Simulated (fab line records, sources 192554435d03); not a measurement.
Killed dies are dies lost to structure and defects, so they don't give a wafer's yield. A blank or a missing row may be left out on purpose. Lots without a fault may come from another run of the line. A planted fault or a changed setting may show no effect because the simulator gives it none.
Which tool did it? | flow n5_finfet | 22 lots, 66 wafers sampled, at 5 steps of a route of 1938

WHAT THE GAUGES READ, wafer by wafer
N5_ILD0_THK_MEAS_04. Usual: thk_nm 197.7 nm, standard deviation 1.1.
lot  | measured    | on            | thk_nm (nm)       | flag
L074 | day 3 13:44 | film_metro-02 | 196.3 199.1 199.6 |
L075 | day 4 01:45 | film_metro-01 | 194.9 198.4 196.0 |
L076 | day 4 06:25 | film_metro-02 | 198.0 197.5 198.2 |
L077 | day 4 12:19 | film_metro-01 | 198.7 198.5 196.8 |
L078 | day 4 12:58 | film_metro-02 | 197.9 198.5 198.0 |
L079 | day 4 20:07 | film_metro-01 | 198.5 198.5 198.2 |
L080 | day 5 02:31 | film_metro-01 | 197.6 198.7 198.0 |
L081 | day 5 07:59 | film_metro-01 | 198.0 198.4 199.2 |
L082 | day 5 13:00 | film_metro-01 | 198.9 198.7 197.4 |
L083 | day 5 23:13 | film_metro-01 | 198.1 197.9 196.0 |
L084 | day 6 01:46 | film_metro-01 | 198.4 198.1 197.4 |
L086 | day 6 15:40 | film_metro-02 | 198.2 197.8 198.6 |
L087 | day 6 18:27 | film_metro-02 | 198.2 198.3 197.8 |
L088 | day 7 00:35 | film_metro-02 | 198.1 199.2 199.3 |
L089 | day 7 09:25 | film_metro-02 | 198.3 197.8 197.0 |
L090 | day 7 13:26 | film_metro-02 | 197.6 197.4 198.6 |
L091 | day 7 21:03 | film_metro-02 | 196.9 196.4 198.1 |
L092 | day 8 00:44 | film_metro-02 | 197.6 195.9 198.2 |
L093 | day 8 06:34 | film_metro-02 | 195.5 196.0 197.1 |
L094 | day 8 12:41 | film_metro-01 | 197.2 194.2 198.1 |
L096 | day 9 05:21 | film_metro-01 | 196.6 197.9 196.9 |
L097 | day 9 11:08 | film_metro-01 | 196.5 197.8 195.6 |

WHICH TOOL RAN EACH LOT (tool, then ch and the chambers of the sampled wafers, then the start)
lot  | N5_SD_EPI_N_ETCH_34               | N5_SD_EPI_P_ETCHBACK_46           | N5_SD_EPI_P_SD_RECESS_17        | N5_SD_ACTIVATION_RTA_00
L074 | rie_diel-01 ch 1,3, day 3 02:08   | rie_diel-06 ch 1,2, day 3 06:58   | rie_si-03 ch 0,1,2, day 3 07:14 | rtp_anneal-01 ch 0, day 3 10:20
L075 | rie_diel-05 ch 0,1,3, day 3 14:13 | rie_diel-02 ch 0,3, day 3 18:53   | rie_si-03 ch 1,2,3, day 3 19:10 | rtp_anneal-01 ch 0, day 3 22:23
L076 | rie_diel-05 ch 1,2,3, day 3 18:12 | rie_diel-03 ch 0,1,2, day 3 23:10 | rie_si-04 ch 0,1,3, day 3 23:26 | rtp_anneal-01 ch 0, day 4 02:29
L077 | rie_diel-01 ch 1,2,3, day 3 23:49 | rie_diel-02 ch 1,3, day 4 05:22   | rie_si-05 ch 0,1,3, day 4 05:38 | rtp_anneal-02 ch 0, day 4 08:42
L078 | rie_diel-04 ch 0,3, day 4 01:09   | rie_diel-03 ch 0,2,3, day 4 05:58 | rie_si-04 ch 1,2,3, day 4 06:14 | rtp_anneal-02 ch 0, day 4 09:17
L079 | rie_diel-01 ch 0,3, day 4 08:22   | rie_diel-03 ch 0,1,2, day 4 13:21 | rie_si-05 ch 0,1, day 4 13:37   | rtp_anneal-02 ch 0, day 4 16:41
L080 | rie_diel-04 ch 0,2, day 4 14:22   | rie_diel-02 ch 0,1,2, day 4 19:44 | rie_si-05 ch 0,1,3, day 4 20:01 | rtp_anneal-02 ch 0, day 4 23:04
L081 | rie_diel-01 ch 0,1,2, day 4 20:18 | rie_diel-06 ch 1,2,3, day 5 01:14 | rie_si-05 ch 1,2,3, day 5 01:30 | rtp_anneal-02 ch 0, day 5 04:35
L082 | rie_diel-05 ch 0,1,3, day 5 01:13 | rie_diel-03 ch 1,2, day 5 06:03   | rie_si-04 ch 0,2, day 5 06:19   | rtp_anneal-02 ch 0, day 5 09:26
L083 | rie_diel-04 ch 0,1,2, day 5 10:59 | rie_diel-03 ch 0,3, day 5 16:13   | rie_si-04 ch 1,2, day 5 16:29   | rtp_anneal-02 ch 0, day 5 19:35
L084 | rie_diel-01 ch 0,2,3, day 5 14:07 | rie_diel-03 ch 0,3, day 5 18:57   | rie_si-03 ch 0,1, day 5 19:13   | rtp_anneal-01 ch 0, day 5 22:19
L086 | rie_diel-05 ch 0,1, day 6 03:49   | rie_diel-06 ch 0,1,2, day 6 08:55 | rie_si-03 ch 1,3, day 6 09:11   | rtp_anneal-02 ch 0, day 6 12:17
L087 | rie_diel-04 ch 0,1,2, day 6 06:44 | rie_diel-02 ch 0,1,3, day 6 11:40 | rie_si-05 ch 0,1, day 6 11:56   | rtp_anneal-01 ch 0, day 6 15:01
L088 | rie_diel-01 ch 0,2, day 6 12:07   | rie_diel-02 ch 0,2,3, day 6 17:05 | rie_si-04 ch 0,1, day 6 17:22   | rtp_anneal-02 ch 0, day 6 20:40
L089 | rie_diel-01 ch 0,2, day 6 18:43   | rie_diel-03 ch 1,2,3, day 7 00:41 | rie_si-04 ch 0,2,3, day 7 00:57 | rtp_anneal-02 ch 0, day 7 04:04
L090 | rie_diel-05 ch 0,1,3, day 6 23:39 | rie_diel-06 ch 1,2,3, day 7 06:17 | rie_si-05 ch 0,1,3, day 7 06:33 | rtp_anneal-01 ch 0, day 7 09:37
L091 | rie_diel-01 ch 0,2,3, day 7 08:07 | rie_diel-02 ch 0,2,3, day 7 14:00 | rie_si-05 ch 0,2,3, day 7 14:16 | rtp_anneal-02 ch 0, day 7 17:20
L092 | rie_diel-01 ch 0,1,3, day 7 12:29 | rie_diel-02 ch 0,1,3, day 7 17:58 | rie_si-04 ch 1,2, day 7 18:14   | rtp_anneal-02 ch 0, day 7 21:19
L093 | rie_diel-01 ch 1,2, day 7 18:53   | rie_diel-02 ch 1,3, day 7 23:44   | rie_si-03 ch 0,1,2, day 8 00:01 | rtp_anneal-02 ch 0, day 8 03:08
L094 | rie_diel-04 ch 1,2, day 8 01:02   | rie_diel-02 ch 0,1,2, day 8 05:44 | rie_si-05 ch 1,2, day 8 06:00   | rtp_anneal-02 ch 0, day 8 09:20
L096 | rie_diel-05 ch 0,1,2, day 8 17:23 | rie_diel-03 ch 0,1,3, day 8 22:14 | rie_si-05 ch 0,2,3, day 8 22:31 | rtp_anneal-02 ch 0, day 9 01:36
L097 | rie_diel-04 ch 1,3, day 8 22:27   | rie_diel-03 ch 1,2, day 9 03:53   | rie_si-03 ch 0,3, day 9 04:10   | rtp_anneal-02 ch 0, day 9 07:20
- N5_SD_EPI_N_ETCH_34: etches SiARC in CF4, target depth 45.5 nm, time 75.8 s.
- N5_SD_EPI_P_ETCHBACK_46: etches SiNx in CH3F/O2, stops on SiO2, target depth 17.5 nm.
- N5_SD_EPI_P_SD_RECESS_17: chemistry HBr/Cl2/O2, target depth 39.1 nm, bt time 3 s.
- N5_SD_ACTIVATION_RTA_00: time 0 s.

WHAT THE TOOLS THEMSELVES READ (means of the sampled wafers that have a number; where no wafer has one, the mark that the record gives instead)
N5_SD_EPI_N_ETCH_34. Usual: drypump_motor_current_A 5.6 A, standard deviation 0.43; etch_rf_on_time_s 75.4 s, standard deviation 2.1; oes_product_au 0.66 a.u., standard deviation 0.053; rf_vpp_V 183.9 V, standard deviation 1.2; showerhead_plenum_p_Torr 2.14 Torr, standard deviation 0.073; throttle_valve_pct 15.62 %, standard deviation 0.21.
lot  | tool        | drypump_motor_current_A (A) | etch_rf_on_time_s (s) | oes_product_au (a.u.) | rf_vpp_V (V) | showerhead_plenum_p_Torr (Torr) | throttle_valve_pct (%) | flag
L074 | rie_diel-01 | 5.6                         | 77.9                  | 0.71                  | 184.8        | 2.20                            | 15.42                  |
L075 | rie_diel-05 | 5.6                         | 75.5                  | 0.65                  | 183.0        | 2.08                            | 15.55                  |
L076 | rie_diel-05 | 5.7                         | 76.2                  | 0.64                  | 184.5        | 2.14                            | 15.65                  |
L077 | rie_diel-01 | 5.3                         | 76.0                  | 0.68                  | 184.4        | 2.15                            | 15.53                  |
L078 | rie_diel-04 | 5.6                         | 72.3                  | 0.70                  | 183.8        | 2.09                            | 15.39                  |
L079 | rie_diel-01 | 5.8                         | 75.6                  | 0.64                  | 184.3        | 2.16                            | 15.73                  |
L080 | rie_diel-04 | 5.7                         | 73.4                  | 0.79                  | 184.2        | 2.19                            | 15.54                  |
L081 | rie_diel-01 | 5.7                         | 76.2                  | 0.65                  | 184.2        | 2.20                            | 15.60                  |
L082 | rie_diel-05 | 5.6                         | 75.6                  | 0.64                  | 183.3        | 2.08                            | 15.56                  |
L083 | rie_diel-04 | 5.8                         | 74.8                  | 0.71                  | 183.8        | 2.14                            | 15.61                  |
L084 | rie_diel-01 | 5.4                         | 75.5                  | 0.64                  | 183.3        | 2.13                            | 15.71                  |
L086 | rie_diel-05 | 5.8                         | 75.2                  | 0.67                  | 184.2        | 2.10                            | 15.63                  |
L087 | rie_diel-04 | 5.8                         | 75.5                  | 0.70                  | 184.0        | 2.14                            | 15.61                  |
L088 | rie_diel-01 | 5.9                         | 73.6                  | 0.61                  | 184.9        | 2.18                            | 15.75                  |
L089 | rie_diel-01 | 5.8                         | 74.2                  | 0.61                  | 183.7        | 2.18                            | 15.77                  |
L090 | rie_diel-05 | 5.6                         | 75.7                  | 0.64                  | 183.2        | 2.07                            | 15.58                  |
L091 | rie_diel-01 | 5.4                         | 75.2                  | 0.63                  | 184.1        | 2.13                            | 15.73                  |
L092 | rie_diel-01 | 5.7                         | 76.0                  | 0.65                  | 184.4        | 2.18                            | 15.63                  |
L093 | rie_diel-01 | 5.6                         | 76.7                  | 0.66                  | 185.2        | 2.20                            | 15.50                  |
L094 | rie_diel-04 | 6.0                         | 74.7                  | 0.68                  | 183.6        | 2.11                            | 15.88                  |
L096 | rie_diel-05 | 5.5                         | 74.6                  | 0.63                  | 183.2        | 2.12                            | 15.66                  |
L097 | rie_diel-04 | 5.9                         | 73.2                  | 0.65                  | 182.1        | 2.06                            | 15.83                  |

N5_SD_EPI_P_ETCHBACK_46. Usual: drypump_motor_current_A 5.6 A, standard deviation 0.39; oes_product_au 0.68 a.u., standard deviation 0.062; rf_vpp_V 297 V, standard deviation 7; showerhead_plenum_p_Torr 2.01 Torr, standard deviation 0.075; throttle_valve_pct 16.34 %, standard deviation 0.18.
lot  | tool        | drypump_motor_current_A (A) | oes_product_au (a.u.) | rf_vpp_V (V) | showerhead_plenum_p_Torr (Torr) | throttle_valve_pct (%) | flag
L074 | rie_diel-06 | 5.6                         | 0.76                  | 303          | 1.99                            | 16.34                  |
L075 | rie_diel-02 | 5.6                         | 0.70                  | 290          | 1.93                            | 16.22                  |
L076 | rie_diel-03 | 5.9                         | 0.70                  | 302          | 2.04                            | 16.30                  |
L077 | rie_diel-02 | 5.6                         | 0.69                  | 296          | 1.97                            | 16.28                  |
L078 | rie_diel-03 | 5.4                         | 0.70                  | 301          | 2.07                            | 16.38                  |
L079 | rie_diel-03 | 6.0                         | 0.70                  | 302          | 2.04                            | 16.31                  |
L080 | rie_diel-02 | 5.5                         | 0.71                  | 292          | 2.02                            | 16.18                  |
L081 | rie_diel-06 | 5.7                         | 0.69                  | 298          | 1.97                            | 16.41                  |
L082 | rie_diel-03 | 6.1                         | 0.65                  | 301          | 2.03                            | 16.39                  |
L083 | rie_diel-03 | 5.6                         | 0.74                  | 302          | 2.05                            | 16.28                  |
L084 | rie_diel-03 | 5.6                         | 0.74                  | 302          | 2.05                            | 16.28                  |
L086 | rie_diel-06 | 5.6                         | 0.75                  | 296          | 1.96                            | 16.22                  |
L087 | rie_diel-02 | 5.5                         | 0.70                  | 296          | 1.98                            | 16.21                  |
L088 | rie_diel-02 | 5.5                         | 0.66                  | 289          | 1.94                            | 16.33                  |
L089 | rie_diel-03 | 5.6                         | 0.64                  | 299          | 2.05                            | 16.49                  |
L090 | rie_diel-06 | 5.7                         | 0.68                  | 298          | 1.96                            | 16.44                  |
L091 | rie_diel-02 | 5.6                         | 0.66                  | 289          | 1.94                            | 16.33                  |
L092 | rie_diel-02 | 5.5                         | 0.69                  | 295          | 1.98                            | 16.24                  |
L093 | rie_diel-02 | 5.6                         | 0.66                  | 296          | 1.96                            | 16.33                  |
L094 | rie_diel-02 | 5.5                         | 0.68                  | 293          | 2.02                            | 16.23                  |
L096 | rie_diel-03 | 5.8                         | 0.69                  | 301          | 2.03                            | 16.40                  |
L097 | rie_diel-03 | 5.7                         | 0.61                  | 299          | 2.05                            | 16.47                  |

N5_SD_EPI_P_SD_RECESS_17. Usual: drypump_motor_current_A 5.7 A, standard deviation 0.39; oes_product_au 0.991 a.u., standard deviation 0.018; throttle_valve_pct 37.0 %, standard deviation 0.31.
lot  | tool      | drypump_motor_current_A (A) | oes_product_au (a.u.) | throttle_valve_pct (%) | flag
L074 | rie_si-03 | 5.8                         | 0.987                 | 37.1                   |
L075 | rie_si-03 | 6.0                         | 0.991                 | 37.3                   |
L076 | rie_si-04 | 5.7                         | 0.998                 | 36.9                   |
L077 | rie_si-05 | 5.7                         | 0.990                 | 37.3                   |
L078 | rie_si-04 | 5.8                         | 1.006                 | 36.9                   |
L079 | rie_si-05 | 6.0                         | 0.982                 | 37.2                   |
L080 | rie_si-05 | 5.8                         | 0.983                 | 37.3                   |
L081 | rie_si-05 | 5.4                         | 0.978                 | 37.3                   |
L082 | rie_si-04 | 5.7                         | 0.982                 | 37.0                   |
L083 | rie_si-04 | 5.7                         | 1.021                 | 36.9                   |
L084 | rie_si-03 | 5.9                         | 0.987                 | 37.1                   |
L086 | rie_si-03 | 6.4                         | 0.993                 | 37.2                   |
L087 | rie_si-05 | 6.0                         | 0.984                 | 37.1                   |
L088 | rie_si-04 | 5.6                         | 1.008                 | 36.9                   |
L089 | rie_si-04 | 5.8                         | 0.986                 | 37.0                   |
L090 | rie_si-05 | 5.8                         | 0.982                 | 37.3                   |
L091 | rie_si-05 | 5.4                         | 0.984                 | 37.1                   |
L092 | rie_si-04 | 5.7                         | 1.019                 | 36.9                   |
L093 | rie_si-03 | 5.8                         | 0.993                 | 37.0                   |
L094 | rie_si-05 | 5.4                         | 0.982                 | 37.0                   |
L096 | rie_si-05 | 5.5                         | 0.990                 | 37.1                   |
L097 | rie_si-03 | 6.1                         | 1.008                 | 36.9                   |

N5_SD_ACTIVATION_RTA_00. Usual: lamp_power_pct 8.96 %, standard deviation 0.053; lamp_zone_1_pct 8.948 %, standard deviation 0.026; wafer_temp_C_max 975.1, standard deviation 1.8.
lot  | tool          | lamp_power_pct (%) | lamp_zone_1_pct (%) | wafer_temp_C_max | flag
L074 | rtp_anneal-01 | 8.95               | 8.973               | 974.5            |
L075 | rtp_anneal-01 | 9.04               | 8.941               | 973.8            |
L076 | rtp_anneal-01 | 8.96               | 8.950               | 974.3            |
L077 | rtp_anneal-02 | 8.92               | 8.942               | 973.7            |
L078 | rtp_anneal-02 | 8.98               | 8.947               | 974.8            |
L079 | rtp_anneal-02 | 8.93               | 8.926               | 976.3            |
L080 | rtp_anneal-02 | 8.93               | 8.943               | 973.0            |
L081 | rtp_anneal-02 | 8.95               | 8.931               | 975.4            |
L082 | rtp_anneal-02 | 8.94               | 8.957               | 975.6            |
L083 | rtp_anneal-02 | 8.98               | 8.965               | 974.9            |
L084 | rtp_anneal-01 | 9.03               | 8.922               | 975.1            |
L086 | rtp_anneal-02 | 8.92               | 8.944               | 975.0            |
L087 | rtp_anneal-01 | 8.97               | 8.949               | 974.3            |
L088 | rtp_anneal-02 | 8.96               | 8.983               | 975.1            |
L089 | rtp_anneal-02 | 8.98               | 8.934               | 974.4            |
L090 | rtp_anneal-01 | 8.96               | 8.943               | 975.7            |
L091 | rtp_anneal-02 | 8.96               | 8.943               | 974.7            |
L092 | rtp_anneal-02 | 8.96               | 8.927               | 975.1            |
L093 | rtp_anneal-02 | 8.99               | 8.939               | 975.1            |
L094 | rtp_anneal-02 | 9.01               | 8.953               | 975.1            |
L096 | rtp_anneal-02 | 8.93               | 8.929               | 975.4            |
L097 | rtp_anneal-02 | 8.92               | 8.955               | 975.5            |

THE ANSWER, worked out from the rows above alone
Rule: a lot is off if the mean of its wafers that have a number lies more than 3 standard deviations from the usual mean. A lot without any number at a reading at which 4 lots or more have one is off too. The other lots that the step has rows for count as sound. The gauges are gone through in route order, then the tools' own readings, and for those a lot's mean is taken as printed above. The first step at which some lot is off is used, and at that step the reading that is off furthest; a lot without a number counts as furthest.
No lot is off at any reading shown: from this, nothing can be told.

WHAT THE SIMULATOR HAD PUT IN
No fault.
